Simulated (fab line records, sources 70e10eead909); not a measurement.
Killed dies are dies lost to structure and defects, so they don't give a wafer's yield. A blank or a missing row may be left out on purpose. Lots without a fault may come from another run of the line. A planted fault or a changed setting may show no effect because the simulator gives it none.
Chamber matching | flow nand_harc | NHARC_THIN_TSV_CMP_01 on cmp-02: 4 sister chambers
The step polishes. 4 wafers are shown with their chamber, then 8 later ones without.

WAFERS WITH THEIR CHAMBER
wafer  | chamber | motor_current_A (A)
L979.1 | 3       | 12.7
L979.5 | 2       | 10.4
L979.6 | 1       | 12.7
L982.1 | 0       | 11.5

WAFERS WITHOUT THEIR CHAMBER
wafer  | motor_current_A (A)
L982.2 | 10.1
L982.5 | 9.9
L980.2 | 11.7
L980.5 | 11.2
L980.6 | 12.7
L981.2 | 10.9
L981.3 | 12.6
L981.4 | 10.4

WHICH CHAMBER EACH WENT THROUGH
wafer  | from the rows above     | in truth
L982.2 | 2                       | 2
L982.5 | 2                       | 2
L980.2 | 0                       | 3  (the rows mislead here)
L980.5 | can't be placed: 0 or 2 | 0
L980.6 | can't be placed: 1 or 3 | 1
L981.2 | can't be placed: 2 or 0 | 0
L981.3 | can't be placed: 1 or 3 | 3
L981.4 | 2                       | 2
Placed correctly: 3 of 8. Can't be placed from these rows: 4 (the true chamber is among the candidates in 4). Placed wrongly: 1.
How it was worked out, from the rows above alone: a wafer's distance from a chamber is the root of the sum, over the readings, of the square of ((its reading less the chamber's mean) divided by the reading's scatter). The wafer belongs to the nearest chamber; if the next one is less than 2 further off, it can't be placed. A chamber's mean is the mean of its shown wafers. The scatter: with one shown wafer a chamber, the root of the mean of the squares of how far each hidden wafer lies from its nearest shown one.
